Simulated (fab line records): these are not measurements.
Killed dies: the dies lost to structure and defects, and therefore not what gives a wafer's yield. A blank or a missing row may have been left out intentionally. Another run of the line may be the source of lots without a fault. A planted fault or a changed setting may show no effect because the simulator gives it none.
fab line records	flow n5_finfet
record: lots: 7	wafers: 21
route steps=1938 shown ZERO_LAYER@9 WELL_APT@21 FIN_SAQP@125 FIN_CUT@176 SD_EPI_N@288 SD_EPI_P@295 SD_ACTIVATION@330 ILD0@338 SDB@350
start_h: hours from the record's first day to the start of the lot's first wafer shown	wait_h: time in hours since the lot's previous step	" repeats the value in the row above	L1.1+2: a row that stands for several wafers	- value missing, or start not given	* or withheld: withheld	< > ~ a bound
route shown NAME@n: names a module that has steps shown in the file, with the first one's number in the route	usual: mean/standard deviation of fault-free wafers	same: alike in all rows	chamber/n: place in a boat	sites: each site's reading	_std_site: the values' standard deviation	_edge_site: the outer-site mean with the inner-site mean subtracted	radius_mm: for every site, how far away it sits from the centre of the wafer	mask NAME#n: copy n	behind: the last tool/chamber to shape the wafer	hold: why the lot went on hold/how many hours it stayed there/how the hold came to an end	device: the transistor (n, p or np) that didn't switch	end of line: the same wafers' tests at the end of the route	step lacking rows: just its recipe	killed: at the first sort, the dies lost to defects and structure; wafer yield is something else	map: shows each die of a wafer: x if killed, . if not, _ if none is there
set.NAME: the run value of the setting; set.NAME@STEP: its run value at that earlier step	model.NAME: the simulator's own value behind a step, which no gauge read
lots where settings were altered on purpose, with a table for each step and a row for each wafer
== steps ==
step: N5_ZERO_LAYER_EXPOSE_08
recipe: mask_id: ZERO	na: 0.55	source_shape: conventional	sigma_outer: 0.8	polarization: unpolarized	defocus_nm: 0	target_cd_nm: 2000	dose_mj: 16.2
lot.wafer	tool	chamber	start_h	wait_h	mask	set.dose_mj
L075.1+3	krf_scanner-02	0	18.46	-	ZERO#0	16.55
L075.6	"	0	"	"	ZERO#0	16.2
L080.2+3+5	krf_scanner-02	0	48.62	-	ZERO#0	16.2
L084.1+5+6	krf_scanner-01	0	72.48	-	ZERO#0	16.2
L085.3+5+6	krf_scanner-01	0	78.48	-	ZERO#0	16.2
L089.2	krf_scanner-01	0	102.60	-	ZERO#0	16.63
L089.5+6	"	0	"	"	ZERO#0	16.2
L094.1+2+4	krf_scanner-02	0	132.47	-	ZERO#0	16.2
L096.1	krf_scanner-02	0	144.47	-	ZERO#0	16.2
L096.3+6	"	0	"	"	ZERO#0	17.21
step: N5_ZERO_LAYER_PEB_09
recipe: peb_temp_c: withheld	peb_time_s: *
step: N5_ZERO_LAYER_DEVELOP_10
recipe: develop_time_s: 60	rinse_liquid: diw	dry: air_spin	dev_temp_c: 21
step: N5_ZERO_LAYER_HARDBAKE_23
recipe: temp_c: 130	time_s: 120
step: N5_ZERO_LAYER_CD_MEAS_11
recipe: target_cd_nm: 2000	landing_energy_ev: 500	detector: se_inlens
usual: cd_nm: 2000.0/2.4
lot.wafer	tool	chamber	start_h	wait_h	set.dose_mj@ZERO_LAYER_EXPOSE_08	cd_nm
L075.1	cd_sem-02	0	18.64	-	16.55	2007.0
L075.3	"	0	"	"	16.55	2008.3
L075.6	"	0	"	"	16.2	2003.4
L080.2	cd_sem-01	0	48.79	-	16.2	2000.9
L080.3	"	0	"	"	16.2	2001.3
L080.5	"	0	"	"	16.2	1998.2
L084.1	cd_sem-01	0	72.66	-	16.2	2001.0
L084.5	"	0	"	"	16.2	1999.0
L084.6	"	0	"	"	16.2	1998.1
L085.3	cd_sem-01	0	78.64	-	16.2	1996.3
L085.5	"	0	"	"	16.2	1997.1
L085.6	"	0	"	"	16.2	1998.3
L089.2	cd_sem-02	0	102.77	-	16.63	2006.7
L089.5	"	0	"	"	16.2	1999.4
L089.6	"	0	"	"	16.2	1999.4
L094.1	cd_sem-01	0	132.64	-	16.2	2000.8
L094.2	"	0	"	"	16.2	2000.3
L094.4	"	0	"	"	16.2	2003.7
L096.1	cd_sem-01	0	144.64	-	16.2	2000.6
L096.3	"	0	"	"	17.21	2009.8
L096.6	"	0	"	"	17.21	2014.1
step: N5_ZERO_LAYER_DESCUM_16
recipe: chemistry: O2	time_s: 7.9	source_power_w: 50	bias_power_w: 20	pressure_mtorr: 20	rf_frequency_hz: 2.712e+07	temp_c: 40	o2_flow_sccm: 225
lot.wafer	tool	chamber	start_h	wait_h	set.dose_mj@ZERO_LAYER_EXPOSE_08	model.ZERO_LAYER.cd_nm
L075.1	rie_diel-03	1	19.10	0.5	16.55	2007
L075.3	"	0	"	"	16.55	2008
L075.6	"	3	"	"	16.2	2004
L080.2+3	rie_diel-03	2,0	48.83	0.0	16.2	2001
L080.5	"	2	"	"	16.2	1999
L084.1	rie_diel-02	0	72.70	0.0	16.2	2001
L084.5	"	0	"	"	16.2	1999
L084.6	"	3	"	"	16.2	1998
L085.3+5	rie_diel-01	3	78.68	0.0	16.2	1997
L085.6	"	2	"	"	16.2	1998
L089.2	rie_diel-03	0	102.97	0.2	16.63	2007
L089.5	"	3	"	"	16.2	2000
L089.6	"	2	"	"	16.2	1999
L094.1	rie_diel-03	0	132.68	0.0	16.2	2001
L094.2	"	2	"	"	16.2	2000
L094.4	"	3	"	"	16.2	2004
L096.1	rie_diel-01	1	144.68	0.0	16.2	2001
L096.3	"	0	"	"	17.21	2010
L096.6	"	2	"	"	17.21	2014
step: N5_WELL_APT_COAT_02
recipe: spin_rpm: 1357	resist_thk_nm: 950
lot.wafer	tool	chamber	start_h	wait_h	set.spin_rpm	model.coat_of_WELL_APT_COAT_02.thk_nm
L075.1	litho_track-01	0	-	-	1266	982.6
L075.3	"	0	"	"	1357	947.6
L075.6	"	0	"	"	1266	985.4
L080.2	litho_track-01	0	-	-	1270	977.7
L080.3	"	0	"	"	1357	947.4
L080.5	"	0	"	"	1270	979.9
L084.1	litho_track-01	0	-	-	1357	946.2
L084.5	"	0	"	"	1455	914.5
L084.6	"	0	"	"	1357	945.3
L085.3	litho_track-01	0	-	-	1357	947
L085.5	"	0	"	"	1357	948.8
L085.6	"	0	"	"	1357	948.5
L089.2	litho_track-04	0	-	-	1357	947.4
L089.5	"	0	"	"	1357	950.6
L089.6	"	0	"	"	1357	950.1
L094.1	litho_track-05	0	-	-	1357	949.4
L094.2	"	0	"	"	1357	948.8
L094.4	"	0	"	"	1357	951.8
L096.1	litho_track-01	0	-	-	1357	950.9
L096.3	"	0	"	"	1277	977.7
L096.6	"	0	"	"	1357	947.5
step: N5_FIN_SAQP_SPACER1_ALD_24
recipe: material: SiO2	target_thk_a: 203	temp_c: 300	ald_precursor_family: BDEAS	ald_co_reactant: O2-plasma	pulse_time_s: 1	purge_time_s: 2	co_reactant_purge_time_s: 2	ald_cycles: 218	pressure_torr: 2
lot.wafer	tool	chamber	start_h	wait_h	set.ald_cycles	model.SiO2_of_FIN_SAQP_SPACER1_ALD_24.thk_nm
L075.1	ald_sin-03	3	30.20	0.3	188	17.4
L075.3	"	1	"	"	218	20.2
L075.6	"	2	"	"	188	17.6
L080.2	ald_sin-04	1	59.13	0.3	186	17.2
L080.3	"	3	"	"	186	17.4
L080.5	"	3	"	"	218	20.4
L084.1	ald_sin-03	0	82.56	0.3	218	20.2
L084.5	"	1	"	"	218	20.4
L084.6	"	2	"	"	204	19
L085.3+6	ald_sin-04	3	89.15	0.8	218	20.4
L085.5	"	0	"	"	218	20.2
L089.2	ald_sin-04	0	113.17	0.3	251	23.4
L089.5	"	2	"	"	218	20.4
L089.6	"	1	"	"	218	20.2
L094.1	ald_sin-03	1	142.60	0.3	230	21.4
L094.2	"	0	"	"	218	20.2
L094.4	"	3	"	"	218	20.4
L096.1+3	ald_sin-03	3,1	155.74	0.3	218	20.2
L096.6	"	1	"	"	199	18.4
step: N5_FIN_SAQP_SPACER1_ETCHBACK_25
recipe: chemistry: CHF3/O2	mode: anisotropic_etchback	target: SiO2	target_depth_a: 244	time_s: 12.2	pressure_mtorr: 30	source_w: 650	bias_w: 170	Ar_flow_sccm: 200	CHF3_flow_sccm: 50	O2_flow_sccm: 5	ion_energy_ev: 200
step: N5_FIN_SAQP_MANDREL1_REMOVE_56
recipe: chemistry: HBr/Cl2/O2	bt_time_s: 10	target: a-Si	stop_on: SiNx	endpoint: OES-SiCl	over_etch_frac: 1	icp_w: 600	bias_w: 22	HBr_flow_sccm: 150	Cl2_flow_sccm: 80	O2_flow_sccm: 5	pressure_mtorr: 10
lot.wafer	tool	chamber	start_h	wait_h	set.ald_cycles@FIN_SAQP_SPACER1_ALD_24	model.FIN_SAQP.cd_nm
L075.1	rie_si-05	0	31.01	0.1	188	17.2
L075.3	"	1	"	"	218	20.2
L075.6	"	3	"	"	188	17.4
L080.2+3	rie_si-04	1,2	59.93	0.1	186	17.2
L080.5	"	0	"	"	218	20.4
L084.1	rie_si-05	0	83.36	0.1	218	20.2
L084.5	"	3	"	"	218	20.4
L084.6	"	0	"	"	204	19
L085.3+6	rie_si-04	3	89.95	0.1	218	20.4
L085.5	"	0	"	"	218	20.2
L089.2	rie_si-05	2	113.98	0.1	251	23.4
L089.5	"	0	"	"	218	20.6
L089.6	"	3	"	"	218	20.2
L094.1	rie_si-04	1	143.40	0.1	230	21.2
L094.2	"	2	"	"	218	20.2
L094.4	"	3	"	"	218	20.4
L096.1+3	rie_si-01	2,3	156.56	0.1	218	20.2
L096.6	"	2	"	"	199	18.4
step: N5_FIN_SAQP_CD_MEAS_27
recipe: target_cd_nm: 20	landing_energy_ev: 1000	detector: se_inlens	polarity: line
usual: cd_nm: 20.33/0.25
lot.wafer	tool	chamber	start_h	wait_h	set.ald_cycles@FIN_SAQP_SPACER1_ALD_24	cd_nm
L075.1	cd_sem-03	0	31.12	0.1	188	17.48
L075.3	"	0	"	"	218	20.29
L075.6	"	0	"	"	188	17.32
L080.2	cd_sem-02	0	60.05	0.1	186	17.29
L080.3	"	0	"	"	186	17.44
L080.5	"	0	"	"	218	20.86
L084.1	cd_sem-03	0	83.47	0.1	218	20.26
L084.5	"	0	"	"	218	20.12
L084.6	"	0	"	"	204	19.10
L085.3	cd_sem-01	0	90.07	0.1	218	20.20
L085.5	"	0	"	"	218	20.48
L085.6	"	0	"	"	218	20.22
L089.2	cd_sem-03	0	114.09	0.1	251	23.13
L089.5	"	0	"	"	218	20.74
L089.6	"	0	"	"	218	20.02
L094.1	cd_sem-01	0	143.51	0.1	230	21.23
L094.2	"	0	"	"	218	20.17
L094.4	"	0	"	"	218	20.49
L096.1	cd_sem-02	0	156.67	0.1	218	20.24
L096.3	"	0	"	"	218	19.95
L096.6	"	0	"	"	199	18.67
step: N5_FIN_CUT_CUT_ETCH_15
recipe: chemistry: HBr/Cl2/O2	target: Si	target_depth_a: 1000	bt_time_s: 10	mask_material: SOC	time_s: 42.4	ion_energy_ev: *	bias_w: *	pressure_mtorr: 10	icp_w: 800	HBr_flow_sccm: 150	Cl2_flow_sccm: 80	O2_flow_sccm: 12
lot.wafer	tool	chamber	start_h	wait_h	set.bias_w	model.FIN_CUT.feature_depth_nm	model.etch.depth_nm	model.SOC_of_FIN_CUT_COAT_18.thk_nm
L075.1	rie_si-02	0	34.70	0.1	*	99.8	99.86	169
L075.3	"	3	"	"	*	102.8	102.8	167.2
L075.6	"	0	"	"	*	98.6	98.69	170.2
L080.2	rie_si-03	1	63.37	0.1	*	101.2	101.3	170.4
L080.3	"	0	"	"	*	98	98.06	171.8
L080.5	"	2	"	"	*	96	95.93	174.4
L084.1	rie_si-03	0	87.49	0.1	*	97.4	97.47	171.2
L084.5	"	1	"	"	*	104.8	104.7	168.2
L084.6	"	2	"	"	*	99.4	99.38	170.6
L085.3	rie_si-06	3	93.84	0.0	*	100.6	100.6	172
L085.5	"	0	"	"	*	97	96.93	171.8
L085.6	"	3	"	"	*	99.4	99.37	171.4
L089.2	rie_si-06	2	117.68	0.1	*	100.2	100.3	170
L089.5	"	0	"	"	*	98.4	98.5	170.8
L089.6	"	3	"	"	*	100	100	170
L094.1	rie_si-03	0	148.01	0.1	*	97.4	97.5	171.4
L094.2	"	2	"	"	*	102.2	102.1	168.8
L094.4	"	1	"	"	*	104.2	104.2	167
L096.1	rie_si-02	1	159.85	0.1	*	100	99.92	170.6
L096.3	"	3	"	"	*	100	100	170.2
L096.6	"	0	"	"	*	98.8	98.75	170.4
step: N5_FIN_CUT_CUT_ETCH_28
recipe: chemistry: HBr/Cl2/O2	target: Si	target_depth_a: 60	mask_material: SOC	time_s: 2.4	ion_energy_ev: *	bias_w: *	pressure_mtorr: 10	icp_w: 800	HBr_flow_sccm: 150	Cl2_flow_sccm: 80	O2_flow_sccm: 12
lot.wafer	tool	chamber	start_h	wait_h	set.bias_w@FIN_CUT_CUT_ETCH_15	model.SOC_of_FIN_CUT_COAT_18.thk_nm
L075.1	rie_si-02	0	34.75	0.0	*	167.4
L075.3	"	3	"	"	*	165.4
L075.6	"	0	"	"	*	168.4
L080.2	rie_si-03	1	63.43	0.0	*	168.8
L080.3	"	0	"	"	*	170
L080.5	"	2	"	"	*	172.8
L084.1	rie_si-03	0	87.54	0.0	*	169.6
L084.5	"	1	"	"	*	166.4
L084.6	"	2	"	"	*	169
L085.3	rie_si-06	3	93.89	0.0	*	170.4
L085.5	"	0	"	"	*	170
L085.6	"	3	"	"	*	169.6
L089.2+6	rie_si-06	2,3	117.73	0.0	*	168.2
L089.5	"	0	"	"	*	169.2
L094.1	rie_si-03	0	148.07	0.0	*	169.8
L094.2	"	2	"	"	*	167
L094.4	"	1	"	"	*	165.4
L096.1	rie_si-02	1	159.91	0.0	*	168.8
L096.3+6	"	3,0	"	"	*	168.6
step: N5_SD_EPI_N_EPI_21
recipe: material: Si:P	dopant: P	temp_c: 680	pressure_torr: 255	time_s: 690
lot.wafer	tool	chamber	start_h	wait_h	set.time_s	model.Si-P_of_SD_EPI_N_EPI_21.thk_nm
L075.1	epi_rpcvd-03	0	57.43	0.1	770.1	63.4
L075.3	"	0	"	"	770.1	64.2
L075.6	"	0	"	"	690	59
L080.2	epi_rpcvd-03	0	86.64	0.4	690	59.6
L080.3	"	0	"	"	690	59.4
L080.5	"	0	"	"	690	59.2
L084.1	epi_rpcvd-04	0	111.87	0.3	690	59.6
L084.5	"	0	113.86	2.0	690	59
L084.6	"	0	"	"	587.7	53.6
L085.3	epi_rpcvd-02	0	118.56	0.7	690	59.6
L085.5	"	0	"	"	690	59
L085.6	"	0	"	"	690	59.4
L089.2	epi_rpcvd-03	0	139.93	0.4	798.7	65.2
L089.5+6	"	0	"	"	798.7	65.6
L094.1	epi_rpcvd-02	0	189.49	0.2	782.5	63.8
L094.2	"	0	"	"	690	58.6
L094.4	"	0	"	"	782.5	64.2
L096.1	epi_rpcvd-02	0	193.72	0.3	690	57.6
L096.3	"	0	194.72	1.2	690	58.4
L096.6	"	0	196.21	2.5	690	57.2
step: N5_SD_EPI_N_EPI_MEAS_23
recipe: mode: xrd
usual: thk_nm: 59.1/1.3
lot.wafer	tool	chamber	start_h	wait_h	set.time_s@SD_EPI_N_EPI_21	thk_nm
L075.1	film_metro-02	-	59.15	1.4	770.1	62.5
L075.3	"	-	"	"	770.1	63.2
L075.6	"	-	"	"	690	58.6
L080.2	film_metro-02	-	88.08	1.2	690	59.3
L080.3	"	-	"	"	690	58.5
L080.5	"	-	"	"	690	59.3
L084.1	film_metro-01	-	114.89	2.5	690	59.3
L084.5	"	-	"	"	690	57.6
L084.6	"	-	"	"	587.7	54.3
L085.3	film_metro-01	-	119.72	0.9	690	59.5
L085.5	"	-	"	"	690	58.0
L085.6	"	-	"	"	690	57.9
L089.2	film_metro-01	-	141.37	1.2	798.7	65.4
L089.5	"	-	"	"	798.7	64.6
L089.6	"	-	"	"	798.7	67.6
L094.1	film_metro-01	-	191.76	1.9	782.5	63.8
L094.2	"	-	"	"	690	58.7
L094.4	"	-	"	"	782.5	62.1
L096.1	film_metro-02	-	196.74	2.5	690	56.6
L096.3	"	-	"	"	690	58.4
L096.6	"	-	"	"	690	57.0
step: N5_SD_EPI_N_PRECLEAN_24
recipe: chemistry: O3/DIW	time_s: 60	temp_c: 22	o3_ppm: 10
lot.wafer	tool	chamber	start_h	wait_h	set.time_s@SD_EPI_N_EPI_21	model.Si-P_of_SD_EPI_N_EPI_21.thk_nm
L075.1	wet_bench-02	7	59.19	0.0	770.1	63
L075.3	"	4	"	"	770.1	63.8
L075.6	"	2	"	"	690	58.6
L080.2	wet_bench-02	6	88.11	0.0	690	59.2
L080.3	"	4	"	"	690	59
L080.5	"	5	"	"	690	58.8
L084.1	wet_bench-03	2	114.94	0.0	690	59.2
L084.5	"	0	"	"	690	58.6
L084.6	"	5	"	"	587.7	53.2
L085.3	wet_bench-03	5	119.75	0.0	690	59.2
L085.5	"	2	"	"	690	58.6
L085.6	"	6	"	"	690	59
L089.2	wet_bench-03	2	141.41	0.0	798.7	64.8
L089.5+6	"	5,1	"	"	798.7	65.2
L094.1	wet_bench-02	5	191.80	0.0	782.5	63.4
L094.2	"	6	"	"	690	58.4
L094.4	"	7	"	"	782.5	63.8
L096.1	wet_bench-02	6	196.78	0.0	690	57.2
L096.3	"	5	"	"	690	58
L096.6	"	4	"	"	690	56.8
step: N5_SD_EPI_P_COAT_34
recipe: resist: SOC	temp_c: 250	time_s: 60	spin_rpm: 1500	resist_thk_nm: 350
lot.wafer	tool	chamber	start_h	wait_h	set.spin_rpm
L075.1	litho_track-05	0	60.09	0.0	1332
L075.3+6	"	0	"	"	1500
L080.2+3+5	litho_track-02	0	89.17	0.0	1500
L084.1+5+6	litho_track-02	0	115.49	0.0	1500
L085.3+5+6	litho_track-03	0	120.41	0.0	1500
L089.2+5+6	litho_track-02	0	141.96	0.0	1500
L094.1+2+4	litho_track-05	0	192.39	0.0	1500
L096.1+3+6	litho_track-05	0	197.33	0.0	1500
step: N5_SD_EPI_P_COAT_35
recipe: resist: SiARC	temp_c: 220	time_s: 60	spin_rpm: 1500	resist_thk_nm: 35
step: N5_SD_EPI_P_COAT_03
recipe: resist: CAR-ArF-block	spin_rpm: 1500	resist_thk_nm: 150
step: N5_SD_ACTIVATION_RTA_00
recipe: temp_c: 975	time_s: 0	ambient: N2	idle_temp_c: 600	ramp_up_c_per_s: 150	ramp_down_c_per_s: 60	cool_to_c: 600
step: N5_SD_ACTIVATION_LSA_01
recipe: temp_c: 1080	time_s: 0.0008	ambient: N2
step: N5_SD_ACTIVATION_RS_MEAS_03
recipe: thk_meas_gauge: four-point-probe
usual: RS_SD_N: 21.8/0.31	RS_SD_P: 55.9/0.76
lot.wafer	tool	chamber	start_h	wait_h	set.time_s@SD_EPI_N_EPI_21	RS_SD_N[ohm/sq]	RS_SD_P[ohm/sq]
L075.1	film_metro-01	-	64.58	0.2	770.1	20.1	56.9
L075.3	"	-	"	"	770.1	20.0	56.6
L075.6	"	-	"	"	690	22.0	56.4
L080.2	film_metro-02	-	93.77	0.2	690	21.8	56.9
L080.3	"	-	"	"	690	21.7	57.0
L080.5	"	-	"	"	690	21.9	56.3
L084.1	film_metro-02	-	121.96	0.2	690	21.6	56.0
L084.5	"	-	"	"	690	21.7	56.4
L084.6	"	-	"	"	587.7	24.3	56.1
L085.3	film_metro-01	-	124.93	0.2	690	21.8	55.5
L085.5	"	-	"	"	690	21.9	55.8
L085.6	"	-	"	"	690	21.6	57.1
L089.2	film_metro-02	-	146.68	0.2	798.7	19.7	55.6
L089.5	"	-	"	"	798.7	19.5	55.0
L089.6	"	-	"	"	798.7	19.8	56.1
L094.1	film_metro-02	-	197.18	0.2	782.5	20.3	54.5
L094.2	"	-	"	"	690	22.0	55.8
L094.4	"	-	"	"	782.5	20.1	56.1
L096.1	film_metro-01	-	202.92	0.2	690	22.5	55.0
L096.3	"	-	"	"	690	22.1	54.6
L096.6	"	-	"	"	690	22.5	53.9
step: N5_ILD0_CMP_03
recipe: stop_on: SiNx	t_overpolish_s: 1.9	post_cmp_clean: alkaline_brush	down_force_psi: 4.1491	platen_rpm: 51.796	pad_velocity_m_s: 1.0306	target_thk_nm: 197.38
usual: time_to_endpoint_s: 70/4
lot.wafer	tool	chamber	start_h	wait_h	set.down_force_psi	time_to_endpoint_s
L075.1	cmp-04	0	67.39	0.1	4.1491	71
L075.3	"	1	"	"	3.77	79
L075.6	"	2	"	"	4.1491	70
L080.2	cmp-02	2	97.36	0.0	4.1491	73
L080.3	"	3	"	"	3.421	92
L080.5	"	2	"	"	4.1491	73
L084.1	cmp-02	3	124.68	0.0	4.1491	78
L084.5	"	3	"	"	4.1491	77
L084.6	"	0	"	"	4.874	61
L085.3	cmp-02	3	127.69	0.1	4.1491	73
L085.5	"	1	"	"	4.1491	66
L085.6	"	2	"	"	4.1491	72
L089.2	cmp-03	2	164.54	0.1	4.1491	69
L089.6	"	0	"	"	4.959	61
L089.5	"	1	"	"	4.959	60
L094.1	cmp-04	2	200.30	0.1	4.1491	67
L094.2	"	3	"	"	4.1491	66
L094.4	"	0	"	"	4.1491	67
L096.3	cmp-04	1	205.97	0.1	3.65	79
L096.1	"	2	"	"	4.1491	65
L096.6	"	1	"	"	3.65	80
step: N5_SDB_COAT_05
recipe: resist: CAR-ArF	spin_rpm: 1500	resist_thk_nm: 90
lot.wafer	tool	chamber	start_h	wait_h	set.spin_rpm	model.CAR-ArF_of_SDB_COAT_05.thk_nm
L075.1+6	litho_track-04	0	-	-	1655	85.8
L075.3	"	0	"	"	1500	90.4
L080.2	litho_track-04	0	-	-	1366	94.4
L080.3	"	0	"	"	1500	90.2
L080.5	"	0	"	"	1500	89.8
L084.1	litho_track-04	0	-	-	1500	90.4
L084.5	"	0	"	"	1585	88.2
L084.6	"	0	"	"	1585	87.6
L085.3+5+6	litho_track-01	0	-	-	1500	89.8
L089.2	litho_track-01	0	-	-	1500	89.6
L089.5	"	0	"	"	1500	90
L089.6	"	0	"	"	1500	89.4
L094.1	litho_track-04	0	-	-	1500	89.6
L094.2	"	0	"	"	1560	88.2
L094.4	"	0	"	"	1560	88
L096.1	litho_track-02	0	-	-	1500	90
L096.3	"	0	"	"	1500	90.4
L096.6	"	0	"	"	1500	90.2
step: N5_SDB_EBR_07
recipe: solvent: PGMEA	ebr_width_mm: 1.5
step: N5_SDB_SOFTBAKE_06
recipe: temp_c: 110	time_s: 60	resist: CAR-ArF
step: N5_SDB_DESCUM_16
recipe: chemistry: O2	time_s: 7.9	source_power_w: 50	bias_power_w: 20	pressure_mtorr: 20	rf_frequency_hz: 2.712e+07	temp_c: 40	resist: CAR-ArF	o2_flow_sccm: 225
lot.wafer	tool	chamber	start_h	wait_h	set.spin_rpm@SDB_COAT_05	model.CAR-ArF_of_SDB_COAT_05.thk_nm
L075.1+6	rie_diel-04	3	72.29	0.0	1655	79.2
L075.3	"	1	"	"	1500	83.8
L080.2	rie_diel-05	0	101.80	0.0	1366	88
L080.3	"	1	"	"	1500	83.6
L080.5	"	3	"	"	1500	83.4
L084.1	rie_diel-05	0	129.11	0.0	1500	84
L084.5	"	0	"	"	1585	81.6
L084.6	"	1	"	"	1585	81.2
L085.3+5+6	rie_diel-04	2,3,2	132.64	0.6	1500	83.2
L089.2	rie_diel-05	2	169.56	0.0	1500	83
L089.5	"	1	"	"	1500	83.4
L089.6	"	2	"	"	1500	82.8
L094.1	rie_diel-04	0	204.58	0.0	1500	83.2
L094.2	"	1	"	"	1560	81.6
L094.4	"	3	"	"	1560	81.4
L096.1+6	rie_diel-05	1,3	210.59	0.1	1500	83.6
L096.3	"	0	"	"	1500	83.8
== key ==
split: step: N5_ZERO_LAYER_EXPOSE_08	setting: dose_mj	stated: 16.2	by: wafer
response: step: N5_ZERO_LAYER_CD_MEAS_11	reading: cd_nm	change: +1.97	per: 1%	r: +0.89
response: step: N5_ZERO_LAYER_DESCUM_16	reading: model.ZERO_LAYER.cd_nm	change: +1.89	per: 1%	r: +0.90
split: step: N5_WELL_APT_COAT_02	setting: spin_rpm	stated: 1357	by: wafer
response: step: N5_WELL_APT_COAT_02	reading: model.coat_of_WELL_APT_COAT_02.thk_nm	change: -4.85	per: 1%	r: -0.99
split: step: N5_FIN_SAQP_SPACER1_ALD_24	setting: ald_cycles	stated: 218	by: wafer
response: step: N5_FIN_SAQP_SPACER1_ALD_24	reading: model.SiO2_of_FIN_SAQP_SPACER1_ALD_24.thk_nm	change: +0.204	per: 1%	r: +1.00
response: step: N5_FIN_SAQP_MANDREL1_REMOVE_56	reading: model.FIN_SAQP.cd_nm	change: +0.206	per: 1%	r: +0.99
response: step: N5_FIN_SAQP_CD_MEAS_27	reading: cd_nm	change: +0.201	per: 1%	r: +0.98
split: step: N5_FIN_CUT_CUT_ETCH_15	setting: bias_w	stated: *	by: wafer
response: step: N5_FIN_CUT_CUT_ETCH_15	reading: model.FIN_CUT.feature_depth_nm	change: +0.36	per: 1%	r: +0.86
response: step: N5_FIN_CUT_CUT_ETCH_15	reading: model.etch.depth_nm	change: +0.356	per: 1%	r: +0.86
response: step: N5_FIN_CUT_CUT_ETCH_15	reading: model.SOC_of_FIN_CUT_COAT_18.thk_nm	change: -0.219	per: 1%	r: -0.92
response: step: N5_FIN_CUT_CUT_ETCH_28	reading: model.SOC_of_FIN_CUT_COAT_18.thk_nm	change: -0.229	per: 1%	r: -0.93
split: step: N5_SD_EPI_N_EPI_21	setting: time_s	stated: 690	by: wafer
response: step: N5_SD_EPI_N_EPI_21	reading: model.Si-P_of_SD_EPI_N_EPI_21.thk_nm	change: +0.398	per: 1%	r: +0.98
response: step: N5_SD_EPI_N_EPI_MEAS_23	reading: thk_nm	change: *	per: 1%	r: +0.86
response: step: N5_SD_EPI_N_PRECLEAN_24	reading: model.Si-P_of_SD_EPI_N_EPI_21.thk_nm	change: +0.393	per: 1%	r: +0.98
response: step: N5_SD_ACTIVATION_RS_MEAS_03	reading: RS_SD_N	change: -0.163	per: 1%	r: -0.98
split: step: N5_SD_EPI_P_COAT_34	setting: spin_rpm	stated: 1500	by: wafer
response none clear
split: step: N5_ILD0_CMP_03	setting: down_force_psi	stated: 4.1491	by: wafer
response: step: N5_ILD0_CMP_03	reading: time_to_endpoint_s	change: *	per: 1%	r: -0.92
split: step: N5_SDB_COAT_05	setting: spin_rpm	stated: 1500	by: wafer
response: step: N5_SDB_COAT_05	reading: model.CAR-ArF_of_SDB_COAT_05.thk_nm	change: -0.456	per: 1%	r: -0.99
response: step: N5_SDB_DESCUM_16	reading: model.CAR-ArF_of_SDB_COAT_05.thk_nm	change: -0.466	per: 1%	r: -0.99
